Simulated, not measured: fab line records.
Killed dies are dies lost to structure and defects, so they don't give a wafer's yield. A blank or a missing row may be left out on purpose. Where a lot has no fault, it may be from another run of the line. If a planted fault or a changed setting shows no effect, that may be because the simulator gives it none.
Which tool is to blame?	flow nandHarc	12 lots (36 wafers sampled), 1 step of a 1302-step route

## WHAT THE GAUGES READ, wafer by wafer
NHARC_P_CONTACT_INSPECT_14.
lot	measured	on	rawDefectCount
L075	day 6 09:46	defectInspect-02	0 1 6
L077	day 7 05:09	defectInspect-01	5 4 2
L079	day 7 23:28	defectInspect-01	8 4 3
L081	day 8 22:59	defectInspect-02	3 2 3
L083	day 9 15:51	defectInspect-02	2 4 3
L085	day 10 15:11	defectInspect-02	4 1 4
L087	day 11 02:15	defectInspect-01	3 2 4
L089	day 11 22:11	defectInspect-02	1 5 5
L091	day 12 18:43	defectInspect-01	3 1 5
L093	day 13 15:45	defectInspect-02	1 3 2
L095	day 14 18:39	defectInspect-01	1 4 6
L097	day 15 11:44	defectInspect-01	3 4 5

## TOOL THAT RAN EACH LOT (tool first, then ch and the chambers of the sampled wafers, then the start)
No process step before these readings appears in the record.

## THE ANSWER, worked out from the rows above alone
Rule: the lots themselves supply what counts as usual. The widest of any qualifying gaps counts: lots, ordered by their means at a reading, are off when they make up no more than a third of the lots, leave a main group of 4 or more, and stand apart from it by 3 or more times the standard deviation of that group's means. A main group is skipped when, at the precision printed for the reading in the tables above, its means are all equal. A lot without any number at a reading at which 4 lots or more have one is off too. Any other lot the step has rows for is counted as sound.
Across all readings shown, no lot is off: no conclusion can be drawn from this.

## WHAT WAS PUT IN BY THE SIMULATOR
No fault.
